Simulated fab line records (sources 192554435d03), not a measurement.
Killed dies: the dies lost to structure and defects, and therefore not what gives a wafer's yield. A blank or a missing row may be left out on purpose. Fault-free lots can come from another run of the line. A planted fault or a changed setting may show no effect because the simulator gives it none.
2 desks, one fault	flow n5 finfet	each desk holds nothing but its own numbers, with what lay behind them at the end

== FROM THE METROLOGY DESK ==
Means of the sampled wafers that have a number, per lot and without regard to the tool the lot ran on: this is what the gauges read. A lot is out of limits, marked OUT, if its mean lies more than 4 standard deviations from the usual mean; the brackets give that distance. It has 11 readings; the 7 that lie furthest out on some lot are the ones shown.
Columns: A = cd nm at N5_STI_FIN_REVEAL_CD_MEAS_22, usual 6.21 nm; B = DIBL_N at N5_BEOL_M4_RC_MEAS_101, usual 36.0 mV/V; C = IOFF_N at N5_BEOL_M4_RC_MEAS_101, usual 0.156 nA/um; D = ION_N at N5_BEOL_M4_RC_MEAS_101, usual 673 uA/um; E = SS_P at N5_BEOL_M4_RC_MEAS_101, usual 73.3 mV/dec; F = VT_N at N5_BEOL_M4_RC_MEAS_101, usual 250 mV; G = VT_P at N5_BEOL_M4_RC_MEAS_101, usual -250 mV
lot	first seen here	A	B	C	D	E	F	G
L324	day 2 19:55	5.87	34.7	0.124	658	72.9	255	-251
L326	day 3 09:31	6.15	36.2	0.148	670	73.3	253	-254
L329	day 4 00:54	6.24	38.1	0.173	667	74.4	252	-251
L330	day 4 11:18	6.48	37.4	0.173	677	73.3	247	-250
L331	day 4 16:47	6.00	36.3	0.161	674	73.8	250	-249
L333	day 5 02:03	6.38	33.9	0.137	667	73.1	252	-248
L334	day 5 07:11	6.13	35.9	0.158	676	73.4	250	-250
L337	day 6 01:52	6.27	36.6	0.166	676	73.3	251	-249
L340	day 6 21:07	6.24	37.9	0.166	678	72.9	249	-249
L343	day 7 14:21	6.20	38.0	0.196	684	74.0	247	-251
This desk's verdict: no lot among the 10 shows anything out of limits.

== THE DEFECT DESK ==
For each lot, the counts of the inspections along the route, averaged over the sampled wafers that have a number. A lot is out of limits, marked OUT, if its mean lies more than 4 standard deviations from the usual mean; the brackets give that distance.
Columns: A = raw defect count at N5_STI_FIN_REVEAL_INSPECT_13, usual 12
lot	first seen here	A
L324	day 2 20:01	14
L326	day 3 09:38	15
L329	day 4 01:01	10
L330	day 4 11:25	10
L331	day 4 16:55	13
L333	day 5 02:10	10
L334	day 5 07:18	520 (+98) OUT
L337	day 6 01:58	527 (+99 or more) OUT
L340	day 6 21:14	22
L343	day 7 14:29	14
Finding of this desk: L334, L337 out of limits; the first was L334 at day 5 07:18, on raw defect count at N5_STI_FIN_REVEAL_INSPECT_13. Within limits: L324, L326, L329, L330, L331, L333, L340, L343.

== TAKEN TOGETHER ==
The defect desk could have raised an alarm at day 5 07:18, on L334, L337.
Metrology desk: nothing out of limits seen.
The metrology desk holds a record of L334, L337, inside its limits.
Of the lots named, all ran N5_STI_FIN_REVEAL_CLEAN_19 on wet bench-02.

== WHAT THE SIMULATOR HAD PUT IN ==
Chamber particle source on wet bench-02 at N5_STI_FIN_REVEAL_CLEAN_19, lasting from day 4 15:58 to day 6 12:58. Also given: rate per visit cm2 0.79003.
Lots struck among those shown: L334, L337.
Hours from the fault's start to each desk's first reading out of limits: the defect desk, 15.
